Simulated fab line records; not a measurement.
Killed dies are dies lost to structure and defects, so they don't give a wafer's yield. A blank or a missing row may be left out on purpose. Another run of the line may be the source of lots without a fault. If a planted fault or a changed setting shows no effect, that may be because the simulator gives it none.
fab line records    flow n5_finfet
[record] lots = 7  wafers = 19  last_day = 17
route steps=1938 shown BEOL_M12@1604 PASSIVATION@1936
lots with no fault: from the same line, run without faults
start_h: hours from the record's opening day to when the first of the lot's shown wafers began    wait_h: time in hours since the lot's previous step    " identical to the entry in the row above    L1.1+2: several wafers, shown together as one row    - no value, or no start was given    * or withheld: withheld    < > ~ a bound
route shown NAME@n: a module of which the file shows steps, and the number in the route of the first    usual: mean/standard deviation taken from wafers without a fault    same: alike in all rows    chamber/n: place in a boat    sites: readings site by site    _std_site: the values' standard deviation    _edge_site: the outer-site mean with the inner-site mean subtracted    radius_mm: for every site, how far away it sits from the centre of the wafer    mask NAME#n: copy n    behind: tool/chamber where the wafer was last shaped    hold: why the lot went on hold/how many hours it stayed there/how the hold came to an end    device: the n, p or np transistor that did not switch    end of line: the tests these same wafers got at the end of their route    for a step that has no rows: nothing shown but its recipe    killed: dies lost to structure and defects at the first sort, not the wafer's yield    map: a wafer's dies, x killed, . not, _ none there
set.NAME: the run value of the setting; set.NAME@STEP: its run value at that earlier step    model.NAME: the simulator's own value behind a step, which no gauge read
certain route steps with their lots: each step a table, each wafer a row
services: from which hour (start_h, from the record's first day; less than 0 if before it) a tool's chamber was out of use, for how many hours, and why
[[steps]]
[step N5_BEOL_M12_COAT_58]
[recipe] resist = BARC  temp_c = 205  time_s = 60  spin_rpm = 1500  resist_thk_nm = 89
[step N5_BEOL_M12_COAT_04]
[recipe] spin_rpm = 1625  resist_thk_nm = 400
[step N5_BEOL_M12_EBR_06]
[recipe] solvent = PGMEA  ebr_width_mm = 1.5
[step N5_BEOL_M12_SOFTBAKE_05]
[recipe] temp_c = 130  time_s = 60
[step N5_BEOL_M12_EXPOSE_07]
[recipe] mask_id = V11  na = 0.93  source_shape = conventional  sigma_outer = 0.6  polarization = unpolarized  attpsm_phase_deg = 180  dose_mj = 32.5
[step N5_BEOL_M12_PEB_08]
[recipe] peb_temp_c = 130  peb_time_s = 90
[step N5_BEOL_M12_DEVELOP_09]
[recipe] develop_time_s = 45  rinse_liquid = diw  dry = air_spin  dev_temp_c = 21
[step N5_BEOL_M12_HARDBAKE_14]
[recipe] temp_c = 130  time_s = 120
[step N5_BEOL_M12_CD_MEAS_10]
[recipe] target_cd_nm = 140  landing_energy_ev = 500  detector = se_inlens  polarity = opening
[usual] cd_nm = 142.1/1.7
[same] landing_energy_ev = 500
lot.wafer  tool       chamber  start_h  wait_h  cd_nm
L978.2     cd_sem-03  0        223.33   -       142.3
L978.3     "          0        "        "       138.1
L978.5     "          0        "        "       140.4
L982.1     cd_sem-01  0        254.62   -       143.4
L982.2     "          0        "        "       145.2
L982.3     "          0        "        "       141.7
L987.1     cd_sem-03  0        289.71   -       140.8
L987.3     "          0        "        "       145.0
L987.4     "          0        "        "       142.2
L999.1     cd_sem-02  0        354.65   -       142.2
L999.4     "          0        "        "       141.2
L998.2     cd_sem-03  0        354.98   -       142.8
L998.4     "          0        "        "       143.0
L998.6     "          0        "        "       144.4
L997.2     cd_sem-01  0        355.90   -       143.2
L997.6     "          0        "        "       140.7
L100.2     cd_sem-02  0        363.23   -       142.8
L100.3     "          0        "        "       143.1
L100.5     "          0        "        "       144.1
[step N5_BEOL_M12_OVL_MEAS_11]
[recipe] points_per_wafer = 44
[usual] V11_OVL = -1/6.6
[same] points_per_wafer = 44
lot.wafer  tool        chamber  start_h  wait_h  V11_OVL[nm]
L978.2     overlay-01  0        223.36   0.0     -2
L978.3     "           0        "        "       -1
L978.5     "           0        "        "       0
L982.1     overlay-01  0        254.65   0.0     5
L982.2     "           0        "        "       -2
L982.3     "           0        "        "       3
L987.1     overlay-02  0        289.74   0.0     -7
L987.3     "           0        "        "       -5
L987.4     "           0        "        "       -7
L999.1     overlay-02  0        354.68   0.0     -3
L999.4     "           0        "        "       -4
L998.2     overlay-01  0        355.01   0.0     12
L998.4     "           0        "        "       6
L998.6     "           0        "        "       6
L997.2     overlay-01  0        355.93   0.0     -3
L997.6     "           0        "        "       -1
L100.2     overlay-01  0        363.26   0.0     4
L100.3     "           0        "        "       6
L100.5     "           0        "        "       5
[step N5_BEOL_M12_INSPECT_12]
[recipe] mode = adi  inspect_instrument = macro
[usual] raw_defect_count = 2.0/1.2
lot.wafer  tool               chamber  start_h  wait_h  raw_defect_count
L978.2     defect_inspect-02  -        223.39   0.0     1
L978.3     "                  -        "        "       2
L978.5     "                  -        "        "       4
L982.1     defect_inspect-01  -        254.67   0.0     2
L982.2     "                  -        "        "       5
L982.3     "                  -        "        "       3
L987.1     defect_inspect-01  -        289.88   0.1     1
L987.3     "                  -        "        "       2
L987.4     "                  -        "        "       3
L999.1     defect_inspect-01  -        354.70   0.0     4
L999.4     "                  -        "        "       5
L998.2     defect_inspect-02  -        355.03   0.0     1
L998.4     "                  -        "        "       2
L998.6     "                  -        "        "       1
L997.2     defect_inspect-02  -        355.95   0.0     0
L997.6     "                  -        "        "       1
L100.2     defect_inspect-01  -        363.28   0.0     3
L100.3     "                  -        "        "       5
L100.5     "                  -        "        "       4
[step N5_BEOL_M12_DESCUM_15]
[recipe] chemistry = O2  time_s = 7.9  source_power_w = 50  bias_power_w = 20  pressure_mtorr = 20  rf_frequency_hz = 2.712e+07  temp_c = 40  o2_flow_sccm = 225
[usual] drypump_motor_current_A = 5.7/0.39  oes_product_au = 0.78/0.082  rf_vpp_V = 243.0/1.3  showerhead_plenum_p_Torr = 2.09/0.063  throttle_valve_pct = 20.48/0.23
lot.wafer  tool         chamber  start_h  wait_h  drypump_motor_current_A  oes_product_au  rf_hours_counter_h  rf_vpp_V  showerhead_plenum_p_Torr  throttle_valve_pct
L978.2     rie_diel-04  0        223.49   0.1     5.9                      0.73            156                 242.0     2.03                      20.32
L978.3     "            1        "        "       5.6                      0.70            242                 244.0     2.14                      20.76
L978.5     "            2        "        "       5.5                      0.71            -                   242.2     2.10                      20.74
L982.1     rie_diel-01  2        254.71   0.0     5.3                      0.88            36                  245.6     2.12                      20.38
L982.2     "            1        "        "       5.4                      0.71            221                 242.8     2.05                      20.62
L982.3     "            3        "        "       5.4                      0.80            107                 243.4     2.12                      20.70
L987.1     rie_diel-01  2        290.15   0.3     5.3                      0.85            48                  241.7     2.12                      20.40
L987.3     "            1        "        "       5.4                      0.70            234                 241.8     2.05                      20.65
L987.4     "            0        "        "       6.5                      0.84            70                  245.8     2.20                      20.08
L999.1     rie_diel-04  0        354.74   0.0     5.9                      0.69            211                 240.3     2.01                      20.42
L999.4     "            3        "        "       6.1                      0.69            225                 241.6     1.99                      20.37
L998.2     rie_diel-04  3        355.37   0.3     6.1                      0.69            225                 240.7     1.99                      20.37
L998.4     "            2        "        "       5.6                      0.68            237                 243.2     2.08                      20.81
L998.6     "            1        "        "       5.5                      0.89            -                   243.5     2.13                      20.55
L997.2     rie_diel-04  3        355.99   0.0     6.1                      0.70            225                 241.0     1.99                      20.36
L997.6     "            2        "        "       5.5                      0.68            -                   242.3     2.08                      20.80
L100.2     rie_diel-01  0        363.50   0.2     6.5                      0.81            98                  243.7     2.19                      20.14
L100.3     "            3        "        "       5.4                      0.76            145                 242.7     2.11                      20.76
L100.5     "            3        "        "       5.4                      0.77            -                   242.6     2.11                      20.75
[step N5_BEOL_M12_ETCH_59]
[recipe] chemistry = N2/H2  target = BARC  target_depth_a = 890  overetch_a = 267  time_s = 67.9  ion_energy_ev = 200  pressure_mtorr = 30  source_w = 840  bias_w = 150  n2_flow_sccm = 200  h2_flow_sccm = 200
[usual] drypump_motor_current_A = 5.7/0.39  oes_product_au = 0.67/0.066  rf_vpp_V = 524.0/2.5  showerhead_plenum_p_Torr = 2.54/0.091  throttle_valve_pct = 17.91/0.18
lot.wafer  tool         chamber  start_h  wait_h  drypump_motor_current_A  oes_product_au  rf_hours_counter_h  rf_vpp_V  showerhead_plenum_p_Torr  throttle_valve_pct  model.coat_of_BEOL_M12_COAT_04.thk_nm  model.etch.depth_nm
L978.2     rie_diel-04  0        223.52   0.0     5.8                      0.63            156                 521.2     2.44                      17.70               317.2                                  88.85
L978.3     "            1        "        "       5.6                      0.59            242                 526.7     2.62                      18.26               320.8                                  88.72
L978.5     "            2        "        "       5.6                      0.62            -                   523.7     2.53                      18.07               320.2                                  89.15
L982.1     rie_diel-01  2        254.74   0.0     5.3                      0.75            36                  524.9     2.59                      17.90               320.2                                  89.34
L982.2     "            1        "        "       5.3                      0.61            221                 522.3     2.52                      18.19               322                                    89.08
L982.3     "            3        "        "       5.4                      0.68            107                 524.2     2.55                      17.95               316                                    89.27
L987.1     rie_diel-01  2        290.19   0.0     5.3                      0.73            48                  523.6     2.59                      17.90               321.8                                  89.27
L987.3     "            1        "        "       5.4                      0.61            234                 524.3     2.51                      18.21               323                                    88.95
L987.4     "            0        "        "       6.5                      0.72            70                  528.2     2.70                      17.71               320.8                                  88.62
L999.1     rie_diel-04  0        354.77   0.0     5.9                      0.56            211                 520.5     2.42                      17.78               335.2                                  81.24
L999.4     "            3        "        "       6.1                      0.60            225                 520.8     2.40                      17.77               311.6                                  88.91
L998.2     rie_diel-04  3        355.40   0.0     6.1                      0.58            225                 518.9     2.40                      17.75               334.6                                  85.17
L998.4     "            2        "        "       5.5                      0.59            237                 522.7     2.51                      18.15               318.2                                  88.77
L998.6     "            1        "        "       5.6                      0.76            -                   525.0     2.60                      17.94               321                                    88.74
L997.2     rie_diel-04  3        356.02   0.0     6.1                      0.58            225                 518.6     2.40                      17.76               333.6                                  85.19
L997.6     "            2        "        "       5.5                      0.58            -                   523.2     2.51                      18.17               320.2                                  88.88
L100.2     rie_diel-01  0        363.54   0.0     6.5                      0.69            98                  527.3     2.69                      17.77               318                                    88.98
L100.3     "            3        "        "       5.4                      0.65            145                 522.9     2.54                      18.02               317.2                                  89.03
L100.5     "            3        "        "       5.4                      0.65            -                   524.0     2.53                      18.02               317                                    89.07
[step N5_BEOL_M12_VIA_ETCH_16]
[recipe] chemistry = C4F8/O2/Ar  target = SiOC  pressure_mtorr = 30  source_w = 3000  bias_w = 700  Ar_flow_sccm = 400  C4F8_flow_sccm = 15  O2_flow_sccm = 8  he_inner_torr = 15  he_outer_torr = 30  target_depth_a = 7248  time_s = withheld  ion_energy_ev = 250  ends = cleared
[usual] O2_flow_sccm = 8.000/0.024  drypump_motor_current_A = 5.7/0.39  oes_product_au = 0.70/0.073  rf_vpp_V = 666/3.1  showerhead_plenum_p_Torr = 3.42/0.11  throttle_valve_pct = 24.23/0.23
lot.wafer  tool         chamber  start_h  wait_h  O2_flow_sccm  drypump_motor_current_A  oes_product_au  rf_vpp_V  showerhead_plenum_p_Torr  throttle_valve_pct  model.coat_of_BEOL_M12_COAT_04.thk_nm
L978.2     rie_diel-04  0        223.57   0.0     8.001         5.9                      0.66            662       3.29                      23.96               123.2
L978.3     "            1        "        "       7.969         5.5                      0.63            667       3.48                      24.45               124.2
L978.5     "            2        "        "       7.954         5.5                      0.65            664       3.39                      24.32               125
L982.1     rie_diel-01  2        254.79   0.0     8.000         5.3                      0.78            667       3.49                      24.31               130.2
L982.2     "            1        "        "       8.008         5.4                      0.65            664       3.41                      24.65               131.6
L982.3     "            3        "        "       7.998         5.4                      0.73            666       3.43                      24.31               121.6
L987.1     rie_diel-01  2        290.24   0.0     8.038         5.3                      0.77            668       3.48                      24.32               129
L987.3     "            1        "        "       8.001         5.4                      0.64            664       3.41                      24.66               133.8
L987.4     "            0        "        "       7.996         6.5                      0.76            670       3.58                      23.88               128
L999.1     rie_diel-04  0        354.82   0.0     7.981         5.9                      0.63            661       3.26                      24.03               144.2
L999.4     "            3        "        "       7.973         6.1                      0.63            661       3.24                      23.92               117.4
L998.2     rie_diel-04  3        355.45   0.0     7.982         6.1                      0.63            661       3.24                      23.93               139.4
L998.4     "            2        "        "       8.013         5.5                      0.61            665       3.36                      24.38               117.4
L998.6     "            1        "        "       8.031         5.6                      0.80            668       3.46                      24.27               123.4
L997.2     rie_diel-04  3        356.07   0.0     8.006         6.1                      0.63            662       3.24                      23.94               138
L997.6     "            2        "        "       8.000         5.5                      0.62            665       3.36                      24.37               122.2
L100.2     rie_diel-01  0        363.59   0.0     8.019         6.5                      0.73            671       3.57                      23.92               125.6
L100.3     "            3        "        "       7.981         5.4                      0.69            665       3.41                      24.36               120.6
L100.5     "            3        "        "       8.000         5.4                      0.69            665       3.41                      24.37               118.8
[step N5_BEOL_M12_STRIP_63]
[recipe] chemistry = N2/H2  power_w = 1000  temp_c = 250  h2_frac = 0.65  overash_fraction = 0.3  pressure_mtorr = 1000  n2_flow_sccm = 1750  h2_flow_sccm = 3250
[usual] drypump_motor_current_A = 5.5/0.49  heater_power_w = 306/11  oes_product_au = 0.694/0.005  strip_time_to_endpoint_s = 42.6/1.1
lot.wafer  tool             chamber  start_h  wait_h  drypump_motor_current_A  heater_power_w  oes_product_au  rf_hours_counter_h  strip_time_to_endpoint_s
L978.2     plasma_asher-01  1        223.77   -       5.4                      293             0.704           113                 42.6
L978.3     "                1        "        "       5.4                      286             0.691           -                   42.8
L978.5     "                1        "        "       5.4                      293             0.698           -                   43.0
L982.1     plasma_asher-01  0        254.99   -       5.2                      316             0.692           119                 44.4
L982.2     "                1        "        "       5.4                      290             0.694           119                 44.8
L982.3     "                0        "        "       5.2                      326             0.691           -                   42.1
L987.1     plasma_asher-02  0        290.44   -       5.0                      309             0.698           84                  44.1
L987.3     "                1        "        "       6.3                      311             0.697           -                   45.4
L987.4     "                0        "        "       5.0                      321             0.694           -                   43.9
L999.1     plasma_asher-02  0        355.02   -       5.0                      304             0.703           98                  48.1
L999.4     "                0        "        "       5.0                      315             0.687           -                   41.0
L998.2     plasma_asher-01  0        355.65   -       5.2                      314             0.692           137                 46.9
L998.4     "                1        "        "       5.4                      286             0.692           -                   41.0
L998.6     "                1        "        "       5.4                      288             0.690           -                   42.6
L997.2     plasma_asher-01  0        356.27   -       5.2                      319             0.695           138                 46.5
L997.6     "                0        "        "       5.2                      315             0.698           -                   42.3
L100.2     plasma_asher-01  0        363.79   -       5.2                      316             0.699           139                 43.2
L100.3     "                1        "        "       5.4                      301             0.703           -                   41.8
L100.5     "                1        "        "       5.4                      302             0.688           -                   41.3
[step N5_BEOL_M12_STRIP_64]
[recipe] chemistry = N2/H2  power_w = 1000  temp_c = 250  h2_frac = 0.65  overash_fraction = 0.3  pressure_mtorr = withheld  n2_flow_sccm = 1750  h2_flow_sccm = 3250
[usual] drypump_motor_current_A = 5.5/0.49  heater_power_w = 307/11  oes_product_au = 0.715/0.0046  strip_time_to_endpoint_s = 31.29/0.064
lot.wafer  tool             chamber  start_h  wait_h  drypump_motor_current_A  heater_power_w  oes_product_au  rf_hours_counter_h  strip_time_to_endpoint_s
L978.2     plasma_asher-01  1        223.83   0.0     5.4                      290             0.715           113                 31.27
L978.3     "                1        "        "       5.4                      288             0.713           -                   31.21
L978.5     "                1        "        "       5.4                      292             0.705           -                   31.35
L982.1     plasma_asher-01  0        255.05   0.0     5.2                      321             0.713           119                 31.40
L982.2     "                1        "        "       5.4                      287             0.711           119                 31.33
L982.3     "                0        "        "       5.2                      316             0.709           -                   31.39
L987.1     plasma_asher-02  0        290.50   0.0     5.0                      305             0.714           84                  31.39
L987.3     "                1        "        "       6.3                      308             0.716           -                   31.30
L987.4     "                0        "        "       5.0                      308             0.713           -                   31.22
L999.1     plasma_asher-02  0        355.08   0.0     5.0                      314             0.706           98                  31.22
L999.4     "                0        "        "       5.0                      321             0.715           -                   31.28
L998.2     plasma_asher-01  0        355.71   0.0     5.2                      308             0.726           137                 31.30
L998.4     "                1        "        "       5.4                      287             0.717           -                   31.24
L998.6     "                1        "        "       5.4                      293             0.714           -                   31.25
L997.2     plasma_asher-01  0        356.33   0.0     5.2                      322             0.727           138                 31.27
L997.6     "                0        "        "       5.2                      315             0.719           -                   31.29
L100.2     plasma_asher-01  0        363.85   0.0     5.2                      320             0.709           139                 31.31
L100.3     "                1        "        "       5.4                      298             0.715           -                   31.31
L100.5     "                1        "        "       5.4                      293             0.717           -                   31.32
[step N5_PASSIVATION_PROBE_49]
[usual] defect_limited_yield = 91.1/1.4  killed_at_M0_to_M3 = 32/9.4  killed_at_M4_up = 14/5.1  killed_at_contacts = 11/5.5  killed_at_front_end = 44/13  killed_at_other = 4/3.2  killed_dies = 104/16  killed_open = 70/12  killed_short = 33/7.8  sort_bin_5_function = 5.1/0.91  sort_bin_6_memory = 3.4/0.63  sort_bin_8_speed = 0.00/0.014  sort_n_pass = 1075/16
[same] gross_dies = 1180  killed_at_back_side = 0  sort_bin_4_leakage[%] = 0
lot.wafer  tool       chamber  start_h  wait_h  defect_limited_yield[%]  killed_at_M0_to_M3  killed_at_M4_up  killed_at_contacts  killed_at_front_end  killed_at_other  killed_dies  killed_open  killed_short  sort_bin_5_function[%]  sort_bin_6_memory[%]  sort_bin_8_speed[%]  sort_n_pass
L978.2     prober-01  -        264.23   0.1     92.6                     16                  12               14                  44                   1                87           55           32            4.3                     2.8                   0                    1093
L978.3     prober-01  -        264.28   0.1     90.8                     20                  14               23                  51                   1                109          77           32            5.7                     3.0                   0                    1071
L978.5     prober-01  -        264.38   0.2     89.8                     37                  16               25                  40                   2                120          83           37            5.8                     4.1                   0                    1060
L982.1     prober-01  -        293.55   0.0     90.6                     40                  18               17                  34                   2                111          77           33            5.6                     3.6                   0                    1069
L982.2     prober-01  -        293.60   0.1     92.2                     30                  8                11                  39                   4                92           65           26            4.4                     3.2                   0                    1088
L982.3     prober-01  -        293.65   0.1     92.4                     31                  11               12                  35                   1                90           59           30            4.5                     2.9                   0                    1090
L987.1     prober-01  -        332.03   0.0     89.4                     32                  9                11                  65                   8                125          80           43            5.3                     5.0                   0                    1055
L987.3     prober-01  -        332.13   0.1     88.5                     49                  9                8                   63                   7                136          95           39            7.5                     3.9                   0                    1044
L987.4     prober-01  -        332.18   0.2     88.6                     24                  24               6                   77                   4                135          101          33            6.9                     4.2                   0                    1045
L999.4     prober-01  -        390.73   0.2     91.4                     27                  17               9                   46                   3                102          51           39            4.4                     2.8                   0                    1078
L998.2     prober-02  -        396.06   0.1     94.0                     20                  11               11                  29                   0                71           51           20            3.2                     2.6                   0                    1109
L998.4     prober-02  -        396.16   0.2     92.9                     33                  13               3                   34                   1                84           66           17            4.1                     3.0                   0                    1096
L998.6     prober-02  -        396.26   0.3     92.2                     28                  6                15                  42                   1                92           54           38            5.3                     2.5                   0                    1088
// killed by level:class
L978.2 MOL_CONTACT_COAG:geometric_particle:open=13 FIN_SAQP:geometric_particle:short=7 DUMMY_GATE:geometric_particle:open=6 FIN_SAQP:geometric_particle:open=5 SPACER0:geometric_particle:open=5 BEOL_M2:geometric_particle:open=5 BEOL_M0_SAQP:geometric_particle:short=5 STARTING-WAFER:geometric_particle:short=5
L978.3 MOL_CONTACT_COAG:geometric_particle:open=18 STI_FIN_REVEAL:geometric_particle:open=11 BEOL_M2:geometric_particle:open=11 FIN_SAQP:geometric_particle:open=9 FIN_SAQP:geometric_particle:short=9 DUMMY_GATE:geometric_particle:open=7 MOL_CONTACT_COAG:geometric_particle:short=5 BEOL_M4:geometric_particle:short=5
L978.5 MOL_CONTACT_COAG:geometric_particle:open=21 BEOL_M2:geometric_particle:open=13 BEOL_M0_SAQP:geometric_particle:short=8 BEOL_M4:geometric_particle:open=8 FIN_SAQP:geometric_particle:open=7 BEOL_M0_SAQP:geometric_particle:open=7 FIN_SAQP:geometric_particle:short=5 ILD0:geometric_particle:short=5
L982.1 BEOL_M3:geometric_particle:open=13 STI_FIN_REVEAL:geometric_particle:open=12 BEOL_M4:geometric_particle:open=12 MOL_CONTACT_COAG:geometric_particle:open=12 BEOL_M3:geometric_particle:short=8 FIN_SAQP:geometric_particle:open=5 FIN_SAQP:geometric_particle:short=4 MOL_CONTACT_COAG:geometric_particle:short=4
L982.2 STI_FIN_REVEAL:geometric_particle:open=18 BEOL_M0_SAQP:geometric_particle:short=8 MOL_CONTACT_COAG:geometric_particle:open=8 BEOL_M3:geometric_particle:open=8 BEOL_M2:geometric_particle:open=5 STI_FIN_REVEAL:geometric_particle:short=4 FIN_SAQP:geometric_particle:short=3 DUMMY_GATE:geometric_particle:open=3
L982.3 BEOL_M3:geometric_particle:open=12 MOL_CONTACT_COAG:geometric_particle:open=10 FIN_SAQP:geometric_particle:short=6 FIN_SAQP:geometric_particle:open=5 BEOL_M0_SAQP:geometric_particle:open=5 BEOL_M3:geometric_particle:short=5 GATE_CUT:geometric_particle:short=4 STARTING-WAFER:geometric_particle:short=4
L987.1 STI_FIN_REVEAL:geometric_particle:open=20 FIN_SAQP:geometric_particle:open=10 MOL_CONTACT_COAG:geometric_particle:open=8 FIN_SAQP:geometric_particle:short=7 BEOL_M0_SAQP:geometric_particle:short=7 BEOL_M0_SAQP:geometric_particle:open=7 BEOL_M2:geometric_particle:open=5 BEOL_M1:geometric_particle:open=5
L987.3 STI_FIN_REVEAL:geometric_particle:open=20 FIN_SAQP:geometric_particle:open=10 BEOL_M0_SAQP:geometric_particle:open=10 BEOL_M0_SAQP:geometric_particle:short=8 BEOL_M2:geometric_particle:open=8 FIN_SAQP:geometric_particle:short=7 BEOL_M3:geometric_particle:open=7 DUMMY_GATE:geometric_particle:open=7
L987.4 STI_FIN_REVEAL:geometric_particle:open=30 BEOL_M4:geometric_particle:open=15 FIN_SAQP:geometric_particle:open=10 FIN_SAQP:geometric_particle:short=9 GATE_CUT:geometric_particle:short=6 BEOL_M2:geometric_particle:open=6 BEOL_M1:geometric_particle:open=5 STARTING-WAFER:geometric_particle:short=5
L999.4 HKMG_FIN:area_etch=10 STI_FIN_REVEAL:geometric_particle:open=9 BEOL_M4:geometric_particle:short=7 MOL_CONTACT_COAG:geometric_particle:open=5 BEOL_M1:geometric_particle:short=5 BEOL_M3:geometric_particle:open=5 STARTING-WAFER:geometric_particle:open=5 FIN_SAQP:geometric_particle:short=4
L998.2 MOL_CONTACT_COAG:geometric_particle:open=10 FIN_SAQP:geometric_particle:open=8 FIN_SAQP:geometric_particle:short=6 BEOL_M1:geometric_particle:open=6 ILD0:geometric_particle:open=4 ILD0:geometric_particle:short=4 BEOL_M0_SAQP:geometric_particle:open=4 BEOL_M4:geometric_particle:open=4
L998.4 FIN_SAQP:geometric_particle:open=12 BEOL_M2:geometric_particle:open=9 BEOL_M0_SAQP:geometric_particle:open=9 BEOL_M4:geometric_particle:open=6 BEOL_M3:geometric_particle:open=6 FIN_SAQP:geometric_particle:short=5 DUMMY_GATE:geometric_particle:open=5 BEOL_M0_SAQP:geometric_particle:short=5
L998.6 FIN_SAQP:geometric_particle:short=13 MOL_CONTACT_COAG:geometric_particle:open=12 FIN_SAQP:geometric_particle:open=8 BEOL_M3:geometric_particle:open=7 STI_FIN_REVEAL:geometric_particle:open=4 DUMMY_GATE:geometric_particle:short=4 BEOL_M0_SAQP:geometric_particle:open=4 BEOL_M2:geometric_particle:open=4
[[services]]
tool             chamber  start_h  hours  kind
plasma_asher-01  -        209.03   3.1    repair
rie_diel-04      3        231.06   9.3    repair
rie_diel-04      2        245.90   6.5    repair
rie_diel-04      1        252.68   -      clean
rie_diel-04      1        252.68   -      consumable_replace:focus_ring
rie_diel-04      1        252.68   16.5   scheduled_down
rie_diel-04      1        252.68   16.5   vent_cycle
plasma_asher-01  -        298.19   0.5    repair
rie_diel-04      1        315.54   14.6   repair
rie_diel-01      1        330.89   -      clean
rie_diel-01      1        330.89   -      consumable_replace:focus_ring
rie_diel-01      1        330.89   15.4   scheduled_down
rie_diel-01      1        330.89   15.4   vent_cycle
plasma_asher-02  -        335.47   2.3    repair
rie_diel-01      -        345.81   4.3    pm
plasma_asher-01  -        347.18   1.2    repair
[[key]]
[first_sign] step = N5_BEOL_M12_STRIP_63  reading = strip_time_to_endpoint_s  direction = up  sigmas = 4.2  usual = *  struck = *
effect none on later readings
[model_effect] step = N5_BEOL_M12_ETCH_59  value = coat_of_BEOL_M12_COAT_04.thk_nm  without = 314.3  struck = 334.5
[model_effect] step = N5_BEOL_M12_VIA_ETCH_16  value = coat_of_BEOL_M12_COAT_04.thk_nm  without = 120.4  struck = 140.5
met_at N5_BEOL_M12_ETCH_59
struck_wafers L997.2,L998.2,L999.1
[baseline_loss] step = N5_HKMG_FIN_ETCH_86  wafers = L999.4
onset_between 223.52 354.77
[fault] kind = process_parameter_drift  tool = rie_diel-04  chamber = -  onset_h = 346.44  steps = N5_BEOL_M12_ETCH_59  channel = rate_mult  offset = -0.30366  shape = step  end_h = 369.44  scope = struck_wafers_only
// baseline_loss: these wafers lose ten dies or more at that step, a loss of the line's own and not of a fault; the sort's usual values leave them out
